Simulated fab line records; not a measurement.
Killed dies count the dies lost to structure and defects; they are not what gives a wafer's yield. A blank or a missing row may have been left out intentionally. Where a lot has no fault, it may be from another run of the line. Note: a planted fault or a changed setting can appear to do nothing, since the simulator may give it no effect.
fab line records	flow n5-finfet
[record] lots = 6	wafers = 18	last-day = 19
route steps=1938 shown STI_FIN_REVEAL@203 DUMMY_GATE@212 SDB@375 PASSIVATION@1936
lots that met no fault: from a run of the same line without faults
start-h: hours from the record's first day to the start of the lot's first wafer shown	wait-h: how many hours have passed since the lot's step before this one	" as in the row above	L1.1+2: a row that stands for several wafers	- no value present, or no start provided	* or withheld: withheld	< > ~ a bound
route shown NAME@n: NAME is a module with steps in the file, n the number in the route of the first one	usual: average and standard deviation across the fault-free wafers	same: alike in all rows	chamber/n: place in a boat	sites: per-site readings	_std_site: standard deviation across them	_edge_site: inner sites' mean taken away from outer sites' mean	radius-mm: how far each site lies from the wafer's centre	mask NAME#n: copy n	behind: the tool/chamber that last shaped the wafer	hold: reason for holding the lot/hours on hold/outcome of the hold	device: whichever transistor did not switch (one of n, p or np)	end of line: the tests these same wafers got at the end of their route	for a step that has no rows: nothing shown but its recipe	killed: not the wafer's yield, but the dies lost to structure and defects at the first sort	map: per-die view of a wafer (x killed, . not killed, _ where there is no die)
set.NAME: the setting the step ran with; set.NAME@STEP: the setting that earlier step ran with	model.NAME: the simulator's own value behind a step, which no gauge read
lots at some steps of the route; a table a step, a row a wafer
services: when a tool's chamber went out of use (start-h, in hours from the record's first day, below 0 if earlier), for how many hours, and the reason
[[steps]]
[step N5_STI_FIN_REVEAL_SRD_21]
[recipe] dry = ipa-marangoni	time-s = 30	temp-c = 23	rinse-liquid = diw
[step N5_STI_FIN_REVEAL_OXIDATION_33]
[recipe] chemistry = O2_PLASMA_REMOTE	temp-c = 150	time-s = 20	pressure-mtorr = 1000	source-power-w = 2000	o2-flow-sccm = 3000
[usual] drypump-motor-current-A = 6.08/0.13	heater-power-w = 138/14
lot.wafer	tool	chamber	start-h	wait-h	drypump-motor-current-A	heater-power-w	rf-hours-counter-h
L274.2	plasma-asher-02	1	72.77	0.0	6.14	144	86
L274.5	"	1	"	"	6.15	146	-
L274.6	"	0	"	"	6.02	123	-
L277.3	plasma-asher-02	1	92.73	0.0	6.14	147	-
L277.4	"	0	"	"	6.03	124	-
L277.6	"	0	"	"	6.02	122	-
L281.1	plasma-asher-02	1	115.33	0.0	6.14	149	96
L281.2	"	0	"	"	6.03	122	96
L281.6	"	0	"	"	5.98	127	-
L282.3	plasma-asher-01	0	119.55	0.0	6.25	122	-
L282.4	"	1	"	"	5.93	156	-
L282.6	"	0	"	"	6.25	124	-
L284.2	plasma-asher-02	1	131.75	0.0	6.14	144	99
L284.3	"	1	"	"	6.13	149	-
L284.5	"	1	"	"	6.15	148	-
L291.2	plasma-asher-01	0	175.90	0.0	6.23	124	58
L291.4	"	1	"	"	5.88	157	-
L291.5	"	1	"	"	5.88	155	-
[step N5_STI_FIN_REVEAL_CLEAN_19]
[recipe] chemistry = O3/DIW	temp-c = 25	time-s = 120	o3-ppm = 10
[step N5_STI_FIN_REVEAL_SRD_23]
[recipe] dry = ipa-marangoni	time-s = 30	temp-c = 23	rinse-liquid = diw
[step N5_STI_FIN_REVEAL_CD_MEAS_22]
[recipe] target-cd-nm = 6.238	pitch-nm = 28	polarity = line
[usual] cd-nm = 6.26/0.27
lot.wafer	tool	chamber	start-h	wait-h	cd-nm
L274.2	cd-sem-01	-	72.94	0.0	6.16
L274.5	"	-	"	"	6.05
L274.6	"	-	"	"	6.63
L277.3	cd-sem-01	-	92.87	0.0	6.05
L277.4	"	-	"	"	6.27
L277.6	"	-	"	"	5.87
L281.1	cd-sem-03	-	115.49	0.0	6.17
L281.2	"	-	"	"	6.35
L281.6	"	-	"	"	6.68
L282.3	cd-sem-03	-	119.69	0.0	5.49
L282.4	"	-	"	"	5.92
L282.6	"	-	"	"	5.82
L284.2	cd-sem-03	-	131.91	0.0	6.24
L284.3	"	-	"	"	6.19
L284.5	"	-	"	"	5.66
L291.2	cd-sem-02	-	176.06	0.0	6.08
L291.4	"	-	"	"	6.21
L291.5	"	-	"	"	6.08
[step N5_STI_FIN_REVEAL_FIN_H_MEAS_10]
[usual] trench-depth-nm = 52.2/0.88
lot.wafer	tool	chamber	start-h	wait-h	trench-depth-nm
L274.2	ocd-01	-	72.97	0.0	51.0
L274.5	"	-	"	"	51.7
L274.6	"	-	"	"	51.9
L277.3	ocd-01	-	92.90	0.0	52.7
L277.4	"	-	"	"	51.1
L277.6	"	-	"	"	52.4
L281.1	ocd-02	-	115.52	0.0	52.5
L281.2	"	-	"	"	53.1
L281.6	"	-	"	"	52.7
L282.3	ocd-02	-	119.72	0.0	53.9
L282.4	"	-	"	"	52.6
L282.6	"	-	"	"	52.3
L284.2	ocd-01	-	131.94	0.0	53.1
L284.3	"	-	"	"	51.3
L284.5	"	-	"	"	51.3
L291.2	ocd-02	-	176.09	0.0	53.4
L291.4	"	-	"	"	51.4
L291.5	"	-	"	"	53.1
[step N5_STI_FIN_REVEAL_PRECLEAN_18]
[recipe] chemistry = SC2	time-s = 45	temp-c = 35	mix = 1:1:50
[step N5_STI_FIN_REVEAL_SRD_28]
[recipe] dry = ipa-marangoni	time-s = 30	temp-c = 23	rinse-liquid = diw
[step N5_STI_FIN_REVEAL_INSPECT_13]
[recipe] inspect-instrument = darkfield	mode = post-clean
[usual] raw-defect-count = 12/5
lot.wafer	tool	chamber	start-h	wait-h	raw-defect-count
L274.2	defect-inspect-01	-	73.06	0.0	10
L274.5	"	-	"	"	13
L274.6	"	-	"	"	9
L277.3	defect-inspect-02	-	92.99	0.0	16
L277.4	"	-	"	"	11
L277.6	"	-	"	"	19
L281.1	defect-inspect-02	-	115.61	0.0	22
L281.2	"	-	"	"	15
L281.6	"	-	"	"	16
L282.3	defect-inspect-01	-	119.81	0.0	10
L282.4	"	-	"	"	10
L282.6	"	-	"	"	9
L284.2	defect-inspect-01	-	132.03	0.0	14
L284.3	"	-	"	"	7
L284.5	"	-	"	"	11
L291.2	defect-inspect-02	-	176.19	0.0	6
L291.4	"	-	"	"	15
L291.5	"	-	"	"	10
[step N5_DUMMY_GATE_PRECLEAN_00]
[recipe] chemistry = O3/DIW	time-s = 60	temp-c = 22	o3-ppm = 10
[step N5_DUMMY_GATE_SRD_01]
[recipe] time-s = 30	temp-c = 23	rinse-liquid = diw	dry = ipa-marangoni
[step N5_DUMMY_GATE_ALD_02]
[recipe] material = SiO2	target-thk-a = 20	temp-c = 300	ald-precursor-family = BDEAS	ald-co-reactant = O2-plasma	pulse-time-s = 1	pressure-torr = 2
[usual] heater-power-w = 472/40	precursor-pulse-height-rel = 1.003/0.019
lot.wafer	tool	chamber	start-h	wait-h	heater-power-w	precursor-pulse-height-rel
L274.2	ald-sin-02	2	73.15	0.0	517	1.026
L274.5	"	1	"	"	451	1.037
L274.6	"	0	"	"	550	1.018
L277.3	ald-sin-03	3	94.30	1.3	510	0.987
L277.4	"	2	"	"	526	1.034
L277.6	"	0	"	"	397	1.003
L281.1	ald-sin-02	2	115.70	0.0	483	0.976
L281.2	"	1	"	"	415	0.995
L281.6	"	0	"	"	501	1.002
L282.3	ald-sin-02	2	119.90	0.0	481	0.999
L282.4	"	0	"	"	514	1.018
L282.6	"	2	"	"	475	1.022
L284.2	ald-sin-04	1	132.13	0.0	430	1.033
L284.3	"	0	"	"	466	0.983
L284.5	"	0	"	"	473	1.016
L291.2	ald-sin-02	1	176.29	0.0	428	0.982
L291.4	"	2	"	"	483	0.992
L291.5	"	2	"	"	483	0.995
[step N5_DUMMY_GATE_CVD_03]
[recipe] material = a-Si	target-thk-a = 1500	temp-c = 530	precursor = SiH4	time-s = 8042
lot.wafer	tool	chamber	start-h	wait-h
L274.2+5+6	lpcvd-02	1/20,1/34,1/39	73.26	0.1
L277.3+4+6	lpcvd-01	0/25,0/29,0/39	94.41	0.1
L281.1+2+6	lpcvd-02	0/40,0/45,0/64	115.81	0.1
L282.3+4+6	lpcvd-01	0/25,0/29,0/39	120.56	0.6
L284.2+3+5	lpcvd-01	0/45,0/50,0/59	132.23	0.1
L291.2+4+5	lpcvd-02	0/70,0/79,0/84	176.39	0.1
[step N5_DUMMY_GATE_PRECLEAN_46]
[recipe] chemistry = DIW	time-s = 89.5	temp-c = 23
[step N5_DUMMY_GATE_SRD_47]
[recipe] dry-time-s = 32	dry = n2-spin	spin-rpm = 1500
[step N5_DUMMY_GATE_CMP_04]
[recipe] material = a-Si	post-cmp-clean = alkaline-brush
[step N5_DUMMY_GATE_THK_MEAS_05]
[usual] thk-nm = 72.1/1.2
lot.wafer	tool	chamber	start-h	wait-h	thk-nm
L274.2	film-metro-01	-	77.25	0.2	70.5
L274.5	"	-	"	"	72.4
L274.6	"	-	"	"	71.6
L277.3	film-metro-02	-	98.39	0.1	72.3
L277.4	"	-	"	"	71.2
L277.6	"	-	"	"	70.3
L281.1	film-metro-02	-	119.80	0.1	70.6
L281.2	"	-	"	"	71.1
L281.6	"	-	"	"	70.5
L282.3	film-metro-01	-	124.55	0.1	48.5
L282.4	"	-	"	"	46.7
L282.6	"	-	"	"	47.4
L284.2	film-metro-02	-	136.36	0.1	46.9
L284.3	"	-	"	"	46.7
L284.5	"	-	"	"	44.9
L291.2	film-metro-02	-	180.37	0.1	72.4
L291.4	"	-	"	"	73.8
L291.5	"	-	"	"	72.5
[step N5_DUMMY_GATE_HM_DEP_06]
[recipe] material = SiNx	target-thk-a = 800	precursor = DCS/NH3	temp-c = 700	pressure-mtorr = 300	time-s = 5141
[step N5_DUMMY_GATE_PECVD_30]
[recipe] material = SiO2	target-thk-a = 550	temp-c = 400	precursor = TEOS/O2	pressure-torr = 6.5	rf-w = withheld	teos-flow-sccm = withheld	gas = O2	flow-sccm = 2650	time-s = 10.8
[step N5_DUMMY_GATE_COAT_34]
[recipe] resist = SOC	temp-c = 250	time-s = 60	spin-rpm = 1500	resist-thk-nm = 60
[step N5_DUMMY_GATE_COAT_35]
[recipe] resist = SiARC	temp-c = 220	time-s = 60	spin-rpm = 1500	resist-thk-nm = 10
[step N5_DUMMY_GATE_COAT_28]
[recipe] resist = underlayer	temp-c = 205	time-s = 60	spin-rpm = 1500	resist-thk-nm = 10
[step N5_DUMMY_GATE_COAT_09]
[recipe] resist = CAR-EUV	spin-rpm = 1500	resist-thk-nm = 30
[step N5_DUMMY_GATE_EBR_11]
[recipe] solvent = PGMEA	ebr-width-mm = 1.5
[step N5_DUMMY_GATE_SOFTBAKE_10]
[recipe] temp-c = 110	time-s = 60	resist = CAR-EUV
[step N5_DUMMY_GATE_EXPOSE_12]
[recipe] mask-id = GATE	na = 0.33	source-shape = annular	sigma-inner = 0.2	sigma-outer = 0.6	polarization = unpolarized	target-cd-nm = 25	dose-mj = 34
[step N5_DUMMY_GATE_PEB_13]
[recipe] peb-temp-c = 100	peb-time-s = 60	resist = CAR-EUV
[step N5_DUMMY_GATE_DEVELOP_14]
[recipe] develop-time-s = 30	developer = TMAH	resist = CAR-EUV	rinse-liquid = surfactant-rinse	dry = air-spin	dev-temp-c = 23
[step N5_DUMMY_GATE_CD_MEAS_15]
[recipe] target-cd-nm = 25.8	landing-energy-ev = 500	detector = se-inlens
[usual] cd-nm = 25.02/0.24
lot.wafer	tool	chamber	start-h	wait-h	cd-nm
L274.2	cd-sem-03	0	83.64	-	24.97
L274.5	"	0	"	"	24.82
L274.6	"	0	"	"	25.17
L277.3	cd-sem-03	0	102.69	-	24.82
L277.4	"	0	"	"	24.63
L277.6	"	0	"	"	24.80
L281.1	cd-sem-02	0	124.09	-	25.12
L281.2	"	0	"	"	25.12
L281.6	"	0	"	"	24.79
L282.3	cd-sem-01	0	128.85	-	25.13
L282.4	"	0	"	"	25.03
L282.6	"	0	"	"	24.82
L284.2	cd-sem-02	0	140.78	-	25.07
L284.3	"	0	"	"	25.27
L284.5	"	0	"	"	24.99
L291.2	cd-sem-01	0	184.80	-	25.09
L291.4	"	0	"	"	25.13
L291.5	"	0	"	"	24.78
[step N5_DUMMY_GATE_OVL_MEAS_16]
[recipe] points-per-wafer = 522
[usual] GATE_OVL = 0.1/0.62
lot.wafer	tool	chamber	start-h	wait-h	GATE_OVL[nm]
L274.2	overlay-02	0	83.68	0.0	-0.7
L274.5	"	0	"	"	0.1
L274.6	"	0	"	"	-1.1
L277.3	overlay-01	0	102.74	0.0	-0.1
L277.4	"	0	"	"	-0.2
L277.6	"	0	"	"	-0.2
L281.1	overlay-01	0	124.13	0.0	-0.9
L281.2	"	0	"	"	-0.4
L281.6	"	0	"	"	-0.5
L282.3	overlay-01	0	128.89	0.0	0.4
L282.4	"	0	"	"	-1.0
L282.6	"	0	"	"	-0.2
L284.2	overlay-02	0	140.82	0.0	1.5
L284.3	"	0	"	"	-0.6
L284.5	"	0	"	"	0.9
L291.2	overlay-01	0	184.84	0.0	0.0
L291.4	"	0	"	"	-0.8
L291.5	"	0	"	"	-0.4
[step N5_DUMMY_GATE_INSPECT_17]
[recipe] mode = adi	inspect-instrument = brightfield
[usual] raw-defect-count = 191/48
lot.wafer	tool	chamber	start-h	wait-h	raw-defect-count
L274.2	defect-inspect-02	-	83.73	0.0	231
L274.5	"	-	"	"	146
L274.6	"	-	"	"	194
L277.3	defect-inspect-02	-	102.79	0.0	160
L277.4	"	-	"	"	203
L277.6	"	-	"	"	139
L281.1	defect-inspect-01	-	124.19	0.1	134
L281.2	"	-	"	"	179
L281.6	"	-	"	"	208
L282.3	defect-inspect-01	-	128.94	0.0	114
L282.4	"	-	"	"	208
L282.6	"	-	"	"	213
L284.2	defect-inspect-02	-	140.87	0.0	204
L284.3	"	-	"	"	218
L284.5	"	-	"	"	279
L291.2	defect-inspect-01	-	184.89	0.0	249
L291.4	"	-	"	"	171
L291.5	"	-	"	"	159
[step N5_DUMMY_GATE_DESCUM_20]
[recipe] chemistry = O2	time-s = 6.2	source-power-w = 50	bias-power-w = 20	pressure-mtorr = 20	rf-frequency-hz = 2.712e+07	temp-c = 40	resist = CAR-EUV	o2-flow-sccm = 225
[step N5_DUMMY_GATE_ETCH_29]
[recipe] chemistry = N2/H2	target = underlayer	target-depth-a = 130	ion-energy-ev = 200	pressure-mtorr = 30	source-w = 840	bias-w = 150	n2-flow-sccm = 200	h2-flow-sccm = 200
[step N5_DUMMY_GATE_ETCH_36]
[recipe] chemistry = CF4	target = SiARC	target-depth-a = 130	pressure-mtorr = 40	source-w = 545	bias-w = 36	Ar_flow_sccm = 100	cf4-flow-sccm = 100	ion-energy-ev = 80
[usual] drypump-motor-current-A = 5.9/0.62	oes-product-au = 0.82/0.083	rf-vpp-V = 184.0/1.1	showerhead-plenum-p-Torr = 2.13/0.058	throttle-valve-pct = 15.57/0.22
lot.wafer	tool	chamber	start-h	wait-h	drypump-motor-current-A	oes-product-au	rf-hours-counter-h	rf-vpp-V	showerhead-plenum-p-Torr	throttle-valve-pct
L274.2	rie-diel-04	2	83.94	0.0	5.2	0.72	168	183.3	2.05	15.63
L274.5	"	1	"	"	5.1	0.95	-	184.4	2.17	15.50
L274.6	"	0	"	"	6.0	1.02	-	184.3	2.13	15.47
L277.3	rie-diel-04	1	102.93	0.0	5.1	0.93	16	186.2	2.17	15.53
L277.4	"	2	"	"	5.2	0.71	172	183.2	2.05	15.64
L277.6	"	3	"	"	5.6	0.81	-	181.9	2.08	15.68
L281.1	rie-diel-02	1	124.33	0.0	6.4	0.77	144	184.2	2.22	15.33
L281.2	"	0	"	"	5.4	0.90	35	185.2	2.16	15.29
L281.6	"	1	"	"	6.4	0.77	-	185.9	2.22	15.32
L282.3	rie-diel-06	3	129.14	0.0	4.9	0.75	137	184.2	2.15	15.68
L282.4	"	3	"	"	4.9	0.75	-	183.4	2.15	15.67
L282.6	"	2	"	"	5.6	0.79	-	183.0	2.06	15.70
L284.2	rie-diel-04	1	141.01	0.0	5.1	0.91	26	183.8	2.17	15.55
L284.3	"	2	"	"	5.2	0.70	183	183.3	2.04	15.67
L284.5	"	3	"	"	5.6	0.79	-	182.1	2.08	15.71
L291.2	rie-diel-02	3	185.15	0.0	6.8	0.82	92	182.5	2.08	15.91
L291.4	"	1	"	"	6.4	0.76	162	184.3	2.22	15.36
L291.5	"	3	"	"	6.8	0.81	-	183.4	2.08	15.90
[step N5_DUMMY_GATE_ETCH_37]
[recipe] chemistry = N2/H2	target = SOC	target-depth-a = 600	overetch-a = 300	temp-c = 40	ion-energy-ev = 200	pressure-mtorr = 30	source-w = 840	bias-w = 150	n2-flow-sccm = 200	h2-flow-sccm = 200
[step N5_DUMMY_GATE_STRIP_38]
[recipe] chemistry = N2/H2	temp-c = 40	n2-flow-sccm = 200	h2-flow-sccm = 200	rf-frequency-hz = 6e+07
[step N5_DUMMY_GATE_STRIP_39]
[recipe] chemistry = N2/H2	temp-c = 40	n2-flow-sccm = 200	h2-flow-sccm = 200	rf-frequency-hz = 6e+07
[step N5_DUMMY_GATE_TRIM_49]
[recipe] chemistry = O2	resist = SOC	time-s = 29	target-cd-nm = 14	source-power-w = 300	bias-power-w = 0	O2_flow_sccm = 100	temp-c = 20
[usual] drypump-motor-current-A = 6.0/0.4	oes-product-au = 0.993/0.015	throttle-valve-pct = 8.19/0.18
lot.wafer	tool	chamber	start-h	wait-h	drypump-motor-current-A	oes-product-au	rf-hours-counter-h	throttle-valve-pct
L274.2	rie-si-05	1	84.06	0.0	6.6	0.966	175	8.56
L274.5	"	0	"	"	6.1	0.973	-	7.99
L274.6	"	1	"	"	6.6	0.971	-	8.57
L277.3	rie-si-05	1	103.05	0.0	6.7	0.972	176	8.56
L277.4	"	3	"	"	5.7	1.003	183	8.39
L277.6	"	0	"	"	6.1	0.997	-	7.97
L281.1	rie-si-03	2	124.45	0.0	5.7	0.976	5	7.89
L281.2	"	3	"	"	4.9	0.982	184	8.04
L281.6	"	3	"	"	4.9	0.991	-	8.03
L282.3	rie-si-05	2	129.26	0.0	6.2	1.017	24	8.13
L282.4	"	1	"	"	6.7	0.975	176	8.54
L282.6	"	3	"	"	5.7	1.008	-	8.39
L284.2	rie-si-05	1	141.13	0.0	6.6	0.987	176	8.55
L284.3	"	0	"	"	6.1	0.986	106	7.98
L284.5	"	2	"	"	6.2	1.020	-	8.11
L291.2	rie-si-03	3	185.27	0.0	4.9	0.985	185	8.03
L291.4	"	2	"	"	5.7	0.981	5	7.89
L291.5	"	3	"	"	5.0	0.984	-	8.05
[step N5_DUMMY_GATE_STRIP_40]
[recipe] chemistry = CF4	resist = SiARC	power-w = 300	bias-power-w = 75	pressure-mtorr = 50	cf4-flow-sccm = 150	rf-frequency-hz = 6e+07
[step N5_DUMMY_GATE_CD_MEAS_50]
[recipe] target-cd-nm = 14
[usual] cd-nm = 14.1/0.4
lot.wafer	tool	chamber	start-h	wait-h	cd-nm
L274.2	cd-sem-01	-	84.21	0.0	13.6
L274.5	"	-	"	"	14.2
L274.6	"	-	"	"	14.2
L277.3	cd-sem-03	-	103.20	0.0	13.8
L277.4	"	-	"	"	13.4
L277.6	"	-	"	"	14.4
L281.1	cd-sem-02	-	125.06	0.0	13.8
L281.2	"	-	"	"	13.2
L281.6	"	-	"	"	13.2
L282.3	cd-sem-03	-	129.42	0.0	14.3
L282.4	"	-	"	"	14.0
L282.6	"	-	"	"	14.0
L284.2	cd-sem-02	-	141.28	0.0	13.3
L284.3	"	-	"	"	14.7
L284.5	"	-	"	"	14.6
L291.2	cd-sem-01	-	185.44	0.0	13.6
L291.4	"	-	"	"	13.9
L291.5	"	-	"	"	13.5
[step N5_DUMMY_GATE_ETCH_31]
[recipe] chemistry = C4F6/O2	target = SiO2	mask-material = SOC	target-depth-a = 825	time-s = 27.5	ion-energy-ev = 250	pressure-mtorr = 30	source-w = 345	bias-w = 185	Ar_flow_sccm = 300	C4F6_flow_sccm = 10	O2_flow_sccm = 10
[step N5_DUMMY_GATE_STRIP_41]
[recipe] chemistry = O2	power-w = 400	temp-c = 40	pressure-mtorr = 30	rf-frequency-hz = 6e+07	bias-power-w = 0	overash-fraction = 0.3	o2-flow-sccm = 225
[usual] drypump-motor-current-A = 5.8/0.58	oes-product-au = 0.82/0.088	rf-vpp-V = 3.7/0.48	showerhead-plenum-p-Torr = 2.09/0.064	throttle-valve-pct = 16.67/0.2
lot.wafer	tool	chamber	start-h	wait-h	drypump-motor-current-A	oes-product-au	rf-hours-counter-h	rf-vpp-V	showerhead-plenum-p-Torr	throttle-valve-pct
L274.2	rie-diel-02	1	84.30	0.0	6.4	0.77	131	2.9	2.18	16.34
L274.5	"	1	"	"	6.4	0.76	-	3.2	2.18	16.32
L274.6	"	0	"	"	5.4	0.93	-	3.3	2.14	16.39
L277.3	rie-diel-06	2	103.29	0.0	5.7	0.79	114	4.1	2.01	16.71
L277.4	"	0	"	"	6.5	0.69	247	3.4	2.16	16.99
L277.6	"	2	"	"	5.7	0.79	-	3.0	2.01	16.71
L281.1	rie-diel-04	1	125.29	0.0	5.1	0.91	22	3.8	2.14	16.69
L281.2	"	3	"	"	5.6	0.80	107	3.3	2.03	16.79
L281.6	"	2	"	"	5.2	0.71	-	2.8	2.00	16.74
L282.3	rie-diel-06	1	129.51	0.0	6.0	0.72	187	3.8	2.17	16.97
L282.4	"	2	"	"	5.7	0.78	-	3.2	2.01	16.73
L282.6	"	1	"	"	6.0	0.72	-	3.2	2.17	16.97
L284.2	rie-diel-02	2	141.38	0.0	6.5	0.82	64	4.5	2.05	16.51
L284.3	"	0	"	"	5.4	0.88	40	3.4	2.13	16.43
L284.5	"	2	"	"	6.5	0.82	-	4.9	2.05	16.51
L291.2	rie-diel-04	2	185.53	0.0	5.2	0.70	198	4.0	2.00	16.78
L291.4	"	3	"	"	5.6	0.79	126	4.1	2.03	16.81
L291.5	"	2	"	"	5.2	0.70	-	3.6	2.00	16.78
[step N5_DUMMY_GATE_ETCH_44]
[recipe] chemistry = HBr/O2	over-etch-frac = 0.7	target-depth-a = 1275	stop-on = SiO2	ion-energy-ev = 60	bias-w = 20	target = poly-Si	mask-material = SiO2	pressure-mtorr = 20	icp-w = 400	HBr_flow_sccm = 120	O2_flow_sccm = 10
[usual] drypump-motor-current-A = 6.0/0.4	oes-product-au = 0.724/0.011	throttle-valve-pct = 18.48/0.19
lot.wafer	tool	chamber	start-h	wait-h	drypump-motor-current-A	oes-product-au	rf-hours-counter-h	throttle-valve-pct
L274.2	rie-si-03	1	84.59	0.0	5.9	0.727	6	18.63
L274.5	"	2	"	"	5.7	0.720	-	18.12
L274.6	"	3	"	"	4.9	0.720	-	18.32
L277.3	rie-si-03	1	103.58	0.0	5.9	0.734	6	18.63
L277.4	"	2	"	"	5.7	0.704	4	18.10
L277.6	"	2	"	"	5.7	0.710	-	18.09
L281.1	rie-si-06	2	125.58	0.0	5.7	0.725	89	18.45
L281.2	"	3	"	"	6.3	0.709	77	18.65
L281.6	"	2	"	"	5.8	0.735	-	18.44
L282.3	rie-si-03	3	129.80	0.0	4.9	0.600	184	18.34
L282.4	"	0	"	"	6.2	0.594	182	18.41
L282.6	"	0	"	"	6.1	0.590	-	18.43
L284.2	rie-si-06	0	141.67	0.0	6.3	0.608	171	18.46
L284.3	"	1	"	"	5.7	0.602	38	18.45
L284.5	"	0	"	"	6.3	0.603	-	18.46
L291.2	rie-si-05	2	185.82	0.0	6.1	0.738	25	18.39
L291.4	"	0	"	"	6.1	0.730	107	18.20
L291.5	"	0	"	"	6.1	0.729	-	18.19
[step N5_SDB_THK_MEAS_31]
[recipe] reads = a-Si_of_DUMMY_GATE_CVD_03
[usual] SDB_THK = 64.3/1.2
lot.wafer	tool	chamber	start-h	wait-h	SDB_THK[nm]
L274.2	film-metro-01	-	108.04	-	62.7
L274.5	"	-	"	"	64.6
L274.6	"	-	"	"	63.8
L277.3	film-metro-01	-	126.84	-	64.6
L277.4	"	-	"	"	63.4
L277.6	"	-	"	"	62.5
L281.1	film-metro-01	-	147.98	-	62.9
L281.2	"	-	"	"	63.3
L281.6	"	-	"	"	62.6
L282.3	film-metro-02	-	151.22	-	40.8
L282.4	"	-	"	"	38.7
L282.6	"	-	"	"	39.7
L284.2	film-metro-01	-	164.21	-	39.0
L284.3	"	-	"	"	39.0
L284.5	"	-	"	"	37.1
L291.2	film-metro-02	-	207.78	-	64.6
L291.4	"	-	"	"	66.0
L291.5	"	-	"	"	64.7
[step N5_PASSIVATION_PROBE_49]
[usual] defect-limited-yield = 91.0/1.4	killed_at_M0_to_M3 = 33/11	killed_at_M4_up = 14/5	killed-at-contacts = 11/7.3	killed-at-front-end = 43/12	killed-at-other = 4/3.1	killed-dies = 106/17	killed-open = 69/13	killed-short = 34/8.7	sort_bin_5_function = 5.2/0.96	sort_bin_6_memory = 3.3/0.66	sort-n-pass = 1074/17	sort-yield-pct = 91.0/1.4
[same] gross-dies = 1180	killed-at-back-side = 0	sort_bin_4_leakage[%] = 0	sort_bin_8_speed[%] = 0
lot.wafer	tool	chamber	start-h	wait-h	defect-limited-yield[%]	killed_at_M0_to_M3	killed_at_M4_up	killed-at-contacts	killed-at-front-end	killed-at-other	killed-dies	killed-open	killed-short	sort_bin_5_function[%]	sort_bin_6_memory[%]	sort-n-pass	sort-yield-pct[%]
L281.6	prober-02	-	384.53	0.3	90.7	29	18	18	41	4	110	65	37	5.3	3.1	1070	90.7
// killed by level:class
L281.6 MOL_CONTACT_COAG:geometric-particle:open=15 BEOL_M4:geometric-particle:open=9 BEOL_M2:geometric-particle:open=8 HKMG_FIN:area-etch=7 STI_FIN_REVEAL:geometric-particle:open=6 BEOL_M0_SAQP:geometric-particle:open=6 FIN_SAQP:geometric-particle:short=5 BEOL_M0_SAQP:geometric-particle:short=5
[[services]]
tool	chamber	start-h	hours	kind
rie-diel-04	0	51.30	-	clean
rie-diel-04	0	51.30	-	consumable-replace:esc
rie-diel-04	0	51.30	-	consumable-replace:focus-ring
rie-diel-04	0	51.30	25.3	scheduled-down
rie-diel-04	0	51.30	25.3	vent-cycle
ald-sin-02	1	53.33	12.5	repair
plasma-asher-01	-	53.54	17.2	repair
rie-si-05	2	55.41	3.8	repair
rie-diel-04	3	65.13	6.8	repair
ald-sin-02	1	67.11	-	calibration
ald-sin-02	-	85.41	14.0	pm
ald-sin-02	0	85.41	14.0	vent-cycle
ald-sin-02	1	85.41	14.0	vent-cycle
ald-sin-02	2	85.41	14.0	vent-cycle
plasma-asher-01	-	85.42	2.8	pm
plasma-asher-01	-	95.43	3.5	repair
rie-diel-02	3	119.82	11.3	repair
plasma-asher-01	-	128.60	21.9	repair
rie-diel-02	-	136.73	2.7	repair
plasma-asher-02	-	150.53	14.6	pm
rie-diel-04	-	153.50	0.6	repair
rie-diel-06	1	160.12	7.3	repair
plasma-asher-02	-	169.99	1.7	repair
ald-sin-04	-	177.45	14.0	pm
[[key]]
[first-sign] step = N5_DUMMY_GATE_THK_MEAS_05	reading = thk-nm	direction = down	sigmas = 21	usual = *	struck = *
[effect] step = N5_DUMMY_GATE_ETCH_44	reading = oes-product-au	direction = down	sigmas = 11	usual = 0.724	struck = 0.599
[effect] step = N5_SDB_THK_MEAS_31	reading = SDB_THK	direction = down	sigmas = 21	usual = 64.3	struck = 39.0
met-at N5_DUMMY_GATE_CVD_03
struck-wafers L282.3,L282.4,L282.6,L284.2,L284.3,L284.5
rows-end L282.3,L282.4,L282.6,L284.2,L284.3,L284.5
onset-between 94.41 120.56
[fault] kind = site-profile-drift	tool = lpcvd-01	chamber = 0	onset-h = 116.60	steps = N5_DUMMY_GATE_CVD_03	basis = fraction	max-abs-drift = 0.38974	slope-share-per-hr = 86.608	site-pattern = 0,0,0,0,0,-1,-1,-1,-1
// rows-end: these wafers met a further fault down the route, and their rows from its step on are left out
